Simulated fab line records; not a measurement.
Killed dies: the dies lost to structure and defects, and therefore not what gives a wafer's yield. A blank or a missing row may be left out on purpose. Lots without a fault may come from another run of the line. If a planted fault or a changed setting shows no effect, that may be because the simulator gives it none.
fab line records ; flow nand_harc
record lots=12; wafers=36; last_day=34
route steps=1302 shown A_STAIRCASE@870 A_SGD_CUT@898
lots that met no fault: taken from a fault-free run of the same line
start_h: start of the lot's first displayed wafer, in hours after the record's first day ; wait_h: hours from the lot's prior step to this one ; " as in the row above ; L1.1+2: one row covering several wafers at once ; - value missing, or start not given ; * or withheld: withheld ; < > ~ a bound
route shown NAME@n: NAME is a module with steps in the file, n the number in the route of the first one ; usual: mean/standard deviation of fault-free wafers ; same: alike in all rows ; chamber/n: place in a boat ; sites: per-site readings ; _std_site: standard deviation across them ; _edge_site: inner sites' mean taken away from outer sites' mean ; radius_mm: how far each site lies from the wafer's centre ; mask NAME#n: copy n ; behind: the tool/chamber that last shaped the wafer ; hold: what put the lot on hold/how long, in hours/how the hold closed ; device: the transistor (n, p or np) that didn't switch ; end of line: the same wafers' tests at the end of the route ; a step without rows: its recipe alone ; killed: the dies lost at the first sort to structure and to defects; this is not the yield of the wafer ; map: shows each die of a wafer: x if killed, . if not, _ if none is there
set.NAME: the run value of the setting; set.NAME@STEP: its run value at that earlier step ; model.NAME: the simulator's own value behind a step, which no gauge read
a sample of lots followed through the steps of the route, with each step as a table and each wafer as a row
services: from which hour (start_h, from the record's first day; less than 0 if before it) a tool's chamber was out of use, for how many hours, and why
## steps
# step NHARC_A_STAIRCASE_ETCH_444
# recipe target_depth_a=2.04e+05; time_s=6800; c4f8_flow_sccm=20; o2_flow_sccm=10; ar_flow_sccm=withheld; rf_w=600; bias_w=1000; chemistry=C4F8/O2
# usual oes_product_au=0.937/0.019; rf_vpp_V=805/5.6
lot.wafer;tool;chamber;start_h;wait_h;oes_product_au;rf_hours_counter_h;rf_vpp_V
L805.2;rie_diel-10;0;439.99;0.1;0.959;4;802
L805.1;rie_diel-10;1;439.99;0.1;0.932;3;806
L805.4;rie_diel-10;2;439.99;0.1;0.958;4;800
L807.4;rie_diel-08;3;440.52;0.5;0.943;18;802
L807.3;rie_diel-08;0;440.52;0.5;0.928;17;813
L807.5;rie_diel-08;2;440.52;0.5;0.933;-;813
L806.4;rie_diel-07;1;441.41;1.5;0.923;33;810
L806.5;rie_diel-07;2;441.41;1.5;0.924;-;815
L806.6;rie_diel-07;3;441.41;1.5;0.916;-;801
L808.1;rie_diel-07;1;470.74;0.1;0.925;40;810
L808.3;rie_diel-07;3;470.74;0.1;0.928;53;802
L808.5;rie_diel-07;1;470.74;0.1;0.916;-;809
L810.2;rie_diel-10;3;471.06;0.5;0.968;10;801
L810.4;rie_diel-10;0;471.06;0.5;0.969;14;802
L810.6;rie_diel-10;3;472.95;2.4;0.958;-;802
L809.3;rie_diel-08;0;475.20;0.1;0.930;27;813
L809.6;rie_diel-08;0;477.09;1.9;0.926;-;814
L809.5;rie_diel-08;1;477.09;1.9;0.943;-;803
L811.4;rie_diel-07;0;512.04;1.5;0.977;8;798
L811.6;rie_diel-07;1;512.04;1.5;0.974;-;810
L811.5;rie_diel-07;2;512.04;1.5;0.957;-;816
L820.2;rie_diel-08;0;577.94;0.1;0.943;6;812
L820.1;rie_diel-08;1;577.94;0.1;0.960;5;805
L820.4;rie_diel-08;1;580.80;2.9;0.950;-;805
L821.3;rie_diel-10;1;590.70;1.5;0.908;62;806
L821.5;rie_diel-10;2;590.70;1.5;0.940;-;798
L821.6;rie_diel-10;3;590.70;1.5;0.931;-;799
L824.4;rie_diel-10;2;609.06;0.5;0.962;1;817
L824.5;rie_diel-10;1;610.43;1.9;0.937;-;807
L824.6;rie_diel-10;2;610.43;1.9;0.970;-;816
L826.1;rie_diel-08;3;655.93;0.1;0.927;28;801
L826.2;rie_diel-08;1;655.93;0.1;0.930;34;803
L826.6;rie_diel-08;3;655.93;0.1;0.920;-;801
L828.3;rie_diel-10;3;658.93;3.4;0.946;22;800
L828.4;rie_diel-10;0;658.93;3.4;0.923;17;802
L828.5;rie_diel-10;2;658.93;3.4;0.948;-;815
# step NHARC_A_STAIRCASE_ETCHBACK_157
# recipe target_depth_a=900; over_etch_frac=0.3; time_s=167.14; ion_energy_ev=120; ch3f_flow_sccm=50; o2_flow_sccm=30; ar_flow_sccm=200; rf_w=500; bias_w=100; chemistry=CH3F/O2
# usual drypump_motor_current_A=5.8/0.44; oes_product_au=0.98/0.032; rf_vpp_V=243.9/1.8; showerhead_plenum_p_Torr=2.43/0.12; throttle_valve_pct=20.662/0.0083
lot.wafer;tool;chamber;start_h;wait_h;drypump_motor_current_A;oes_product_au;rf_hours_counter_h;rf_vpp_V;showerhead_plenum_p_Torr;throttle_valve_pct
L807.3;rie_diel-10;3;446.09;0.2;5.5;0.99;4;242.8;2.34;20.661
L807.4;rie_diel-10;0;446.09;0.2;5.5;1.02;8;242.6;2.36;20.657
L807.5;rie_diel-10;3;446.09;0.2;5.5;1.01;-;242.8;2.34;20.659
L806.4;rie_diel-08;2;446.11;0.2;6.5;0.94;22;245.1;2.55;20.662
L806.6;rie_diel-08;3;446.11;0.2;5.7;0.93;-;242.4;2.36;20.662
L806.5;rie_diel-08;0;446.11;0.2;5.9;0.94;-;246.6;2.61;20.661
L805.1;rie_diel-08;1;446.35;0.2;6.6;0.92;19;243.3;2.41;20.661
L805.2;rie_diel-08;2;446.35;0.2;6.5;0.93;22;245.6;2.55;20.655
L805.4;rie_diel-08;3;446.35;0.2;5.7;0.94;22;243.2;2.36;20.655
L810.4;rie_diel-10;0;476.90;0.3;5.5;1.02;17;243.9;2.36;20.667
L810.2;rie_diel-10;1;476.90;0.3;5.3;1.01;16;245.3;2.48;20.668
L810.6;rie_diel-10;1;476.90;0.3;5.3;1.00;-;242.9;2.48;20.669
L808.3;rie_diel-10;2;477.20;0.3;5.5;1.01;17;242.0;2.30;20.655
L808.1;rie_diel-10;3;477.20;0.3;5.4;1.00;15;245.6;2.33;20.645
L808.5;rie_diel-10;2;477.20;0.3;5.5;1.01;-;243.7;2.30;20.656
L809.3;rie_diel-08;2;481.58;0.3;6.5;1.00;32;246.0;2.55;20.645
L809.5;rie_diel-08;1;481.58;0.3;6.6;1.02;-;243.9;2.40;20.663
L809.6;rie_diel-08;2;481.58;0.3;6.5;1.00;-;245.2;2.55;20.647
L811.4;rie_diel-08;0;516.97;0.2;5.9;0.92;41;245.0;2.60;20.654
L811.6;rie_diel-08;2;516.97;0.2;6.6;0.93;-;245.9;2.54;20.660
L811.5;rie_diel-08;3;516.97;0.2;5.7;0.92;-;242.6;2.35;20.660
L820.1;rie_diel-10;1;586.91;0.1;5.3;0.92;60;242.0;2.46;20.653
L820.4;rie_diel-10;2;586.91;0.1;5.6;0.94;59;241.1;2.29;20.680
L820.2;rie_diel-10;3;586.91;0.1;5.5;0.94;50;242.5;2.32;20.653
L821.3;rie_diel-08;2;595.41;0.2;6.5;0.99;8;244.5;2.54;20.658
L821.6;rie_diel-08;3;595.41;0.2;5.7;0.98;-;242.6;2.34;20.674
L821.5;rie_diel-08;0;595.41;0.2;6.0;1.00;-;246.1;2.59;20.653
L824.4;rie_diel-10;0;614.64;0.2;5.5;1.01;3;242.7;2.34;20.663
L824.5;rie_diel-10;1;614.64;0.2;5.3;0.98;-;243.5;2.46;20.666
L824.6;rie_diel-10;2;614.64;0.2;5.5;1.00;-;247.3;2.66;20.658
L826.2;rie_diel-07;2;662.03;0.2;6.2;1.01;0;246.5;2.62;20.666
L826.1;rie_diel-07;0;662.03;0.2;5.9;0.99;0;245.4;2.66;20.652
L826.6;rie_diel-07;2;662.03;0.2;6.2;0.99;-;247.1;2.62;20.672
L828.4;rie_diel-10;1;664.56;0.2;5.3;0.98;22;244.8;2.45;20.683
L828.3;rie_diel-10;3;664.56;0.2;5.4;1.00;26;242.3;2.31;20.661
L828.5;rie_diel-10;1;664.56;0.2;5.3;0.98;-;244.8;2.45;20.676
# step NHARC_A_STAIRCASE_CMP_472
# recipe material=SiO2
# usual motor_current_A=12.4/1.1
lot.wafer;tool;chamber;start_h;wait_h;motor_current_A
L806.4;cmp-01;2;446.65;0.2;11.8
L806.5;cmp-01;0;446.65;0.2;11.7
L806.6;cmp-01;1;446.65;0.2;12.4
L807.3;cmp-04;2;446.67;0.3;12.7
L807.4;cmp-04;0;446.67;0.3;12.0
L807.5;cmp-04;1;446.67;0.3;12.8
L805.4;cmp-03;2;447.04;0.1;12.7
L805.2;cmp-03;0;447.04;0.1;12.2
L805.1;cmp-03;1;447.04;0.1;13.2
L810.2;cmp-03;2;477.69;0.2;13.2
L810.4;cmp-03;3;477.69;0.2;14.6
L810.6;cmp-03;3;477.69;0.2;14.3
L808.3;cmp-01;3;477.86;0.2;12.5
L808.1;cmp-01;0;477.86;0.2;11.2
L808.5;cmp-01;2;477.86;0.2;10.6
L809.3;cmp-04;1;482.20;0.2;12.7
L809.6;cmp-04;1;482.20;0.2;12.5
L809.5;cmp-04;2;482.20;0.2;14.1
L811.4;cmp-04;0;517.54;0.2;11.6
L811.5;cmp-04;2;517.54;0.2;13.4
L811.6;cmp-04;3;517.54;0.2;10.4
L820.4;cmp-03;1;587.51;0.2;13.3
L820.1;cmp-03;2;587.51;0.2;12.7
L820.2;cmp-03;3;587.51;0.2;13.9
L821.3;cmp-04;0;595.90;0.2;11.7
L821.6;cmp-04;0;595.90;0.2;12.1
L821.5;cmp-04;1;595.90;0.2;12.7
L824.4;cmp-03;2;615.13;0.1;13.3
L824.5;cmp-03;2;615.13;0.1;12.5
L824.6;cmp-03;3;615.13;0.1;13.8
L826.1;cmp-01;1;662.62;0.3;13.3
L826.2;cmp-01;2;662.62;0.3;11.0
L826.6;cmp-01;3;662.62;0.3;12.2
L828.4;cmp-03;3;665.09;0.1;15.2
L828.3;cmp-03;0;665.09;0.1;11.4
L828.5;cmp-03;0;665.09;0.1;11.7
# step NHARC_A_SGD_CUT_EXPOSE_06
# recipe na=1.35; dose_mj=85.59; mask_id=SGD
lot.wafer;tool;chamber;start_h;wait_h;mask
L806.4+5+6;arfi_scanner-02;0;447.48;-;SGD#0
L807.3+4+5;arfi_scanner-03;0;447.77;-;SGD#0
L805.1+2+4;arfi_scanner-02;0;448.04;-;SGD#0
L810.2+4+6;arfi_scanner-01;0;478.68;-;SGD#0
L808.1+3+5;arfi_scanner-03;0;478.85;-;SGD#0
L809.3+5+6;arfi_scanner-03;0;483.08;-;SGD#0
L811.4+5+6;arfi_scanner-02;0;518.49;-;SGD#0
L820.1+2+4;arfi_scanner-03;0;588.35;-;SGD#0
L821.3+5+6;arfi_scanner-03;0;596.81;-;SGD#0
L824.4+5+6;arfi_scanner-02;0;616.15;-;SGD#0
L826.1+2+6;arfi_scanner-02;0;663.57;-;SGD#0
L828.3+4+5;arfi_scanner-01;0;666.09;-;SGD#0
# step NHARC_A_SGD_CUT_OVL_MEAS_10
# usual overlay_x_nm=0.3/0.97; overlay_y_nm=0.1/0.77
lot.wafer;tool;chamber;start_h;wait_h;overlay_x_nm;overlay_y_nm
L806.4;overlay-01;-;447.70;-;0.7;-0.3
L806.5;overlay-01;-;447.70;-;0.4;-0.5
L806.6;overlay-01;-;447.70;-;0.3;-0.6
L807.3;overlay-01;-;448.00;-;-0.6;1.5
L807.4;overlay-01;-;448.00;-;0.2;1.6
L807.5;overlay-01;-;448.00;-;0.3;1.9
L805.1;overlay-02;-;448.27;-;-1.1;-0.3
L805.2;overlay-02;-;448.27;-;-1.0;-0.5
L805.4;overlay-02;-;448.27;-;-0.9;-0.3
L810.2;overlay-02;-;478.91;-;0.8;0.7
L810.4;overlay-02;-;478.91;-;0.5;0.9
L810.6;overlay-02;-;478.91;-;0.3;1.2
L808.1;overlay-02;-;479.08;-;0.6;0.7
L808.3;overlay-02;-;479.08;-;-0.1;0.2
L808.5;overlay-02;-;479.08;-;0.5;0.0
L809.3;overlay-01;-;483.30;-;1.1;-0.8
L809.5;overlay-01;-;483.30;-;1.4;-0.9
L809.6;overlay-01;-;483.30;-;1.7;-1.3
L811.4;overlay-01;-;518.71;-;0.7;0.0
L811.5;overlay-01;-;518.71;-;0.1;0.0
L811.6;overlay-01;-;518.71;-;0.0;0.4
L820.1;overlay-02;-;588.58;-;12.0;-0.1
L820.2;overlay-02;-;588.58;-;11.8;-0.7
L820.4;overlay-02;-;588.58;-;11.6;-0.5
L821.3;overlay-02;-;597.03;-;11.5;-0.2
L821.5;overlay-02;-;597.03;-;11.0;0.4
L821.6;overlay-02;-;597.03;-;11.5;-0.1
L824.4;overlay-01;-;616.37;-;0.8;0.3
L824.5;overlay-01;-;616.37;-;0.9;0.9
L824.6;overlay-01;-;616.37;-;0.7;1.4
L826.1;overlay-01;-;663.80;-;0.8;-1.2
L826.2;overlay-01;-;663.80;-;0.7;-0.4
L826.6;overlay-01;-;663.80;-;0.9;-0.7
L828.3;overlay-02;-;666.31;-;-0.1;0.0
L828.4;overlay-02;-;666.31;-;0.1;-0.5
L828.5;overlay-02;-;666.31;-;0.4;-0.6
## services
tool;chamber;start_h;hours;kind
rie_diel-10;3;419.27;15.5;repair
rie_diel-10;-;420.36;9.0;pm
rie_diel-10;1;436.12;3.5;repair
cmp-03;-;447.72;4.7;repair
cmp-03;-;456.21;4.0;pm
arfi_scanner-03;-;464.37;0.8;repair
arfi_scanner-02;-;492.16;4.0;pm
cmp-03;-;501.54;3.3;repair
arfi_scanner-03;-;519.24;1.5;repair
cmp-03;-;526.48;0.5;repair
arfi_scanner-03;-;540.00;4.0;pm
rie_diel-08;-;546.81;9.0;pm
arfi_scanner-03;-;552.68;0.4;repair
cmp-03;-;554.21;4.0;pm
rie_diel-08;1;569.81;4.9;repair
rie_diel-08;2;575.61;5.2;repair
rie_diel-08;3;575.88;4.1;repair
cmp-03;-;594.31;0.5;repair
arfi_scanner-02;-;594.59;1.3;repair
rie_diel-10;-;597.36;9.0;pm
rie_diel-10;0;621.08;12.0;repair
cmp-03;-;652.21;4.0;pm
rie_diel-08;3;662.06;35.3;repair
arfi_scanner-02;-;664.16;4.0;pm
## key
first_sign step=NHARC_A_SGD_CUT_OVL_MEAS_10; reading=overlay_x_nm; direction=up; sigmas=12; usual=0.3; struck=11.6
effect none on later readings
met_at NHARC_A_SGD_CUT_EXPOSE_06
struck_lots L820,L821
tester_left_out L820,L821
not_acting_at NHARC_A_STAIRCASE_ETCH_444,NHARC_A_STAIRCASE_ETCHBACK_157,NHARC_A_STAIRCASE_CMP_472
onset_between 483.08 588.35
fault kind=scanner_matching_overlay; tool=arfi_scanner-03; chamber=-; onset_h=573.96; steps=NHARC_A_SGD_CUT_EXPOSE_06; offset=11.824
# tester_left_out: of these lots the tester's yield and bins aren't shown, on N5 and GAA mostly nor the transistor test; their killed dies are dies lost to structure and defects alone, not to doping, threshold or leakage, so they don't give the yield
